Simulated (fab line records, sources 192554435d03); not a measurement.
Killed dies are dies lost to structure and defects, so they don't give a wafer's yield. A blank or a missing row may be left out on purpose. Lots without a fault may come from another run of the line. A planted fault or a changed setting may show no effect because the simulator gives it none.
Which tool did it? | flow n5_finfet | 9 lots, 27 wafers sampled, at 7 steps of a route of 1938

WHAT THE GAUGES READ, wafer by wafer
N5_BEOL_M0_SAQP_CD_MEAS_29: target cd 14.4 nm. Usual: cd_nm 14.98 nm, standard deviation 0.23.
lot  | measured     | on        | cd_nm (nm)        | flag
L282 | day 6 08:01  | cd_sem-03 | 14.86 15.31 14.96 |
L283 | day 6 12:11  | cd_sem-01 | 14.82 14.99 15.37 |
L284 | day 6 16:22  | cd_sem-02 | 15.15 14.96 14.97 |
L285 | day 7 00:16  | cd_sem-03 | 15.21 15.05 14.77 |
L288 | day 7 13:51  | cd_sem-01 | 15.12 14.56 15.14 |
L295 | day 9 08:41  | cd_sem-03 | 14.86 14.70 14.76 |
L296 | day 9 18:13  | cd_sem-01 | 14.89 15.07 14.85 |
L297 | day 9 20:24  | cd_sem-03 | 14.34 14.68 15.20 |
L303 | day 11 10:35 | cd_sem-01 | 14.71 14.94 15.40 |

N5_BEOL_M0_SAQP_INSPECT_42: inspects for defects (brightfield). Usual: raw_defect_count 296, standard deviation 100.
lot  | measured     | on                | raw_defect_count | flag
L282 | day 6 08:24  | defect_inspect-02 | 203 195 262      |
L283 | day 6 12:42  | defect_inspect-01 | 235 218 306      |
L284 | day 6 16:46  | defect_inspect-01 | 236 221 199      |
L285 | day 7 01:37  | defect_inspect-02 | 291 287 330      |
L288 | day 7 14:14  | defect_inspect-02 | 661 288 298      |
L295 | day 9 09:05  | defect_inspect-02 | 378 508 312      |
L296 | day 9 18:44  | defect_inspect-02 | 523 544 409      |
L297 | day 9 20:47  | defect_inspect-01 | 185 266 232      |
L303 | day 11 11:07 | defect_inspect-01 | 186 248 186      |

N5_BEOL_M0_CUTY_INSPECT_59: inspects for defects (macro). Usual: raw_defect_count 1.9, standard deviation 1.4.
lot  | measured     | on                | raw_defect_count | flag
L282 | day 6 09:56  | defect_inspect-01 | 3 1 2            |
L283 | day 6 14:08  | defect_inspect-02 | 1 0 1            |
L284 | day 6 18:04  | defect_inspect-02 | 1 3 3            |
L285 | day 7 03:38  | defect_inspect-01 | 2 3 4            |
L288 | day 7 15:38  | defect_inspect-02 | >300 1 1         |
L295 | day 9 10:20  | defect_inspect-02 | 0 2 0            |
L296 | day 9 20:23  | defect_inspect-02 | 1 3 2            |
L297 | day 9 22:29  | defect_inspect-01 | 3 5 0            |
L303 | day 11 12:33 | defect_inspect-02 | 2 1 0            |

N5_BEOL_M4_RC_MEAS_101. Usual: DIBL_N 36.0 mV/V, standard deviation 1.8; DIBL_P 36.3 mV/V, standard deviation 2.4; IOFF_N 0.16 nA/um, standard deviation 0.035; IOFF_P 0.21 nA/um, standard deviation 0.036; ION_N 673 uA/um, standard deviation 13; ION_P 461 uA/um, standard deviation 7.2; SS_N 71.4 mV/dec, standard deviation 0.6; SS_P 73.2 mV/dec, standard deviation 0.7; VT_N 250 mV, standard deviation 4; VT_P -250.9 mV, standard deviation 2.9.
lot  | measured     | on        | DIBL_N (mV/V)  | DIBL_P (mV/V)  | IOFF_N (nA/um) | IOFF_P (nA/um) | ION_N (uA/um) | ION_P (uA/um) | SS_N (mV/dec)  | SS_P (mV/dec)  | VT_N (mV)   | VT_P (mV)            | flag
L282 | day 8 23:30  | prober-01 | 36.3 35.8 38.5 | 37.4 37.5 40.0 | 0.17 0.16 0.23 | 0.21 0.22 0.26 | 683 672 702   | 462 468 475   | 71.5 70.7 71.8 | 73.8 72.9 73.9 | 248 250 245 | -249.2 -247.8 -246.1 |
L283 | day 9 03:07  | prober-02 | 34.3 34.0 32.7 | 33.5 32.9 30.7 | 0.16 0.14 0.12 | 0.21 0.19 0.16 | 678 670 653   | 463 459 461   | 70.8 71.3 71.3 | 73.2 72.7 72.2 | 246 250 252 | -247.1 -249.6 -251.3 |
L284 | day 9 10:52  | prober-02 | 33.9 37.5 35.4 | 34.9 37.1 36.2 | 0.13 0.19 0.15 | 0.17 0.20 0.19 | 674 668 678   | 461 455 470   | 70.4 72.0 71.5 | 73.2 73.4 73.2 | 254 248 249 | -250.4 -251.0 -250.7 |
L285 | day 10 02:00 | prober-02 | 32.7 34.2 35.7 | 32.6 34.1 37.3 | 0.10 0.12 0.15 | 0.14 0.16 0.20 | 643 663 692   | 446 453 471   | 70.0 71.5 71.5 | 71.9 72.7 73.3 | 259 255 248 | -257.7 -254.1 -249.6 |
L288 | day 10 05:17 | prober-01 | 37.1 38.0 40.5 | 38.9 39.6 43.6 | 0.18 0.18 0.26 | 0.20 0.22 0.29 | 690 681 697   | 466 464 464   | 70.7 71.6 72.0 | 73.9 74.2 74.2 | 244 247 242 | -253.0 -252.3 -248.7 |
L295 | day 12 00:50 | prober-02 | 37.1 34.1 35.4 | 38.8 35.2 36.9 | 0.18 0.12 0.13 | 0.21 0.16 0.17 | 677 658 653   | 459 452 448   | 71.9 70.2 71.9 | 73.7 72.8 72.6 | 249 256 256 | -252.9 -257.1 -255.8 |
L296 | day 12 11:57 | prober-01 | 35.5 32.1 34.3 | 34.3 31.1 32.7 | 0.13 0.09 0.11 | 0.18 0.13 0.15 | 662 640 664   | 454 441 460   | 70.9 70.4 70.6 | 72.9 72.0 72.1 | 255 259 256 | -251.6 -256.4 -255.7 |
L297 | day 12 16:12 | prober-02 | 35.5 34.0 36.1 | 37.7 35.7 37.6 | 0.18 0.14 0.17 | 0.22 0.19 0.23 | 683 682 680   | 467 469 457   | 70.6 71.1 71.8 | 73.8 72.9 73.7 | 247 251 247 | -248.6 -251.5 -248.3 |
L303 | day 14 06:26 | prober-01 | 37.2 37.9 39.3 | 37.1 36.6 38.0 | 0.16 0.16 0.20 | 0.21 0.21 0.25 | 673 681 687   | 457 461 464   | 71.4 72.1 72.2 | 73.4 74.0 73.7 | 250 250 247 | -252.4 -252.9 -246.7 |

WHICH TOOL RAN EACH LOT (tool, then ch and the chambers of the sampled wafers, then the start)
lot  | N5_BEOL_M0_SAQP_SPACER1_ALD_98   | N5_BEOL_M0_SAQP_RECESS_104         | N5_BEOL_M0_SAQP_MANDREL2_REMOVE_110
L282 | ald_sin-03 ch 0,1,3, day 6 05:20 | vapor_etch-01 ch 0,1, day 6 06:23  | rie_si-05 ch 1,2, day 6 07:53
L283 | ald_sin-04 ch 1,2,3, day 6 09:26 | vapor_etch-01 ch 0,1, day 6 10:22  | rie_si-02 ch 0,1, day 6 12:04
L284 | ald_sin-04 ch 0,1,2, day 6 13:55 | vapor_etch-02 ch 0,1, day 6 14:51  | rie_si-05 ch 0,1, day 6 16:15
L285 | ald_sin-03 ch 0,1,2, day 6 20:46 | vapor_etch-02 ch 0,1, day 6 22:38  | rie_si-06 ch 0,1,2, day 7 00:09
L288 | ald_sin-04 ch 0,1,3, day 7 11:19 | vapor_etch-01 ch 0,1, day 7 12:24  | rie_si-02 ch 1,2,3, day 7 13:44
L295 | ald_sin-03 ch 0,1,3, day 9 06:14 | vapor_etch-02 ch 0,1, day 9 07:17  | rie_si-06 ch 1,2,3, day 9 08:37
L296 | ald_sin-01 ch 3, day 9 15:18     | vapor_etch-01 ch 0,1, day 9 16:28  | rie_si-06 ch 1,2,3, day 9 18:07
L297 | ald_sin-03 ch 0,1, day 9 17:58   | vapor_etch-01 ch 0,1, day 9 19:01  | rie_si-06 ch 0,3, day 9 20:17
L303 | ald_sin-04 ch 0,2, day 11 07:46  | vapor_etch-01 ch 0,1, day 11 08:42 | rie_si-06 ch 0,1,3, day 11 10:28
- N5_BEOL_M0_SAQP_SPACER1_ALD_98: deposits SiO2, target thk 12.8 nm, pulse time 1 s, purge time 2 s.
- N5_BEOL_M0_SAQP_RECESS_104: chemistry HF/NH3, target SiO2, target depth 18 nm, afs cycles 3, sublimation time 60 s.
- N5_BEOL_M0_SAQP_MANDREL2_REMOVE_110: chemistry HBr/Cl2/O2, target a-Si, stops on SiCN, bt time 10 s.

WHAT THE TOOLS THEMSELVES READ (means of the sampled wafers that have a number; where no wafer has one, the mark that the record gives instead)
N5_BEOL_M0_SAQP_SPACER1_ALD_98. Usual: heater_power_w 498 W, standard deviation 38; precursor_pulse_height_rel 0.999, standard deviation 0.019.
lot  | tool       | heater_power_w (W) | precursor_pulse_height_rel | flag
L282 | ald_sin-03 | 501                | 1.001                      |
L283 | ald_sin-04 | 471                | 0.983                      |
L284 | ald_sin-04 | 483                | 1.002                      |
L285 | ald_sin-03 | 488                | 1.000                      |
L288 | ald_sin-04 | 480                | 1.001                      |
L295 | ald_sin-03 | 509                | 1.011                      |
L296 | ald_sin-01 | 552                | 0.992                      |
L297 | ald_sin-03 | 515                | 0.987                      |
L303 | ald_sin-04 | 519                | 0.984                      |

N5_BEOL_M0_SAQP_RECESS_104. Usual: drypump_motor_current_A 6.25 A, standard deviation 0.22; sublimation_temp_c 179.97 C, standard deviation 0.15.
lot  | tool          | drypump_motor_current_A (A) | sublimation_temp_c (C) | flag
L282 | vapor_etch-01 | 6.29                        | 180.03                 |
L283 | vapor_etch-01 | 6.32                        | 179.93                 |
L284 | vapor_etch-02 | 6.16                        | 179.98                 |
L285 | vapor_etch-02 | 6.05                        | 179.77                 |
L288 | vapor_etch-01 | 6.33                        | 179.97                 |
L295 | vapor_etch-02 | 6.04                        | 180.05                 |
L296 | vapor_etch-01 | 6.41                        | 180.09                 |
L297 | vapor_etch-01 | 6.28                        | 179.98                 |
L303 | vapor_etch-01 | 6.30                        | 179.76                 |

N5_BEOL_M0_SAQP_MANDREL2_REMOVE_110. Usual: drypump_motor_current_A 5.8 A, standard deviation 0.41; oes_product_au 1.002 a.u., standard deviation 0.012; throttle_valve_pct 36.78 %, standard deviation 0.28.
lot  | tool      | drypump_motor_current_A (A) | oes_product_au (a.u.) | throttle_valve_pct (%) | flag
L282 | rie_si-05 | 5.8                         | 1.012                 | 36.88                  |
L283 | rie_si-02 | 5.5                         | 1.009                 | 36.51                  |
L284 | rie_si-05 | 6.2                         | 1.001                 | 37.00                  |
L285 | rie_si-06 | 5.9                         | 1.014                 | 36.85                  |
L288 | rie_si-02 | 5.7                         | 1.003                 | 36.60                  |
L295 | rie_si-06 | 5.5                         | 0.995                 | 36.84                  |
L296 | rie_si-06 | 5.5                         | 1.000                 | 36.85                  |
L297 | rie_si-06 | 5.8                         | 0.998                 | 36.98                  |
L303 | rie_si-06 | 6.0                         | 0.993                 | 37.01                  |

THE ANSWER, worked out from the rows above alone
Rule: a lot is off if the mean of its wafers that have a number lies more than 3 standard deviations from the usual mean. A lot without any number at a reading at which 4 lots or more have one is off too. The other lots that the step has rows for count as sound. The gauges are gone through in route order, then the tools' own readings, and for those a lot's mean is taken as printed above. The first step at which some lot is off is used, and at that step the reading that is off furthest; a lot without a number counts as furthest.
No lot is off at any reading shown: from this, nothing can be told.

WHAT THE SIMULATOR HAD PUT IN
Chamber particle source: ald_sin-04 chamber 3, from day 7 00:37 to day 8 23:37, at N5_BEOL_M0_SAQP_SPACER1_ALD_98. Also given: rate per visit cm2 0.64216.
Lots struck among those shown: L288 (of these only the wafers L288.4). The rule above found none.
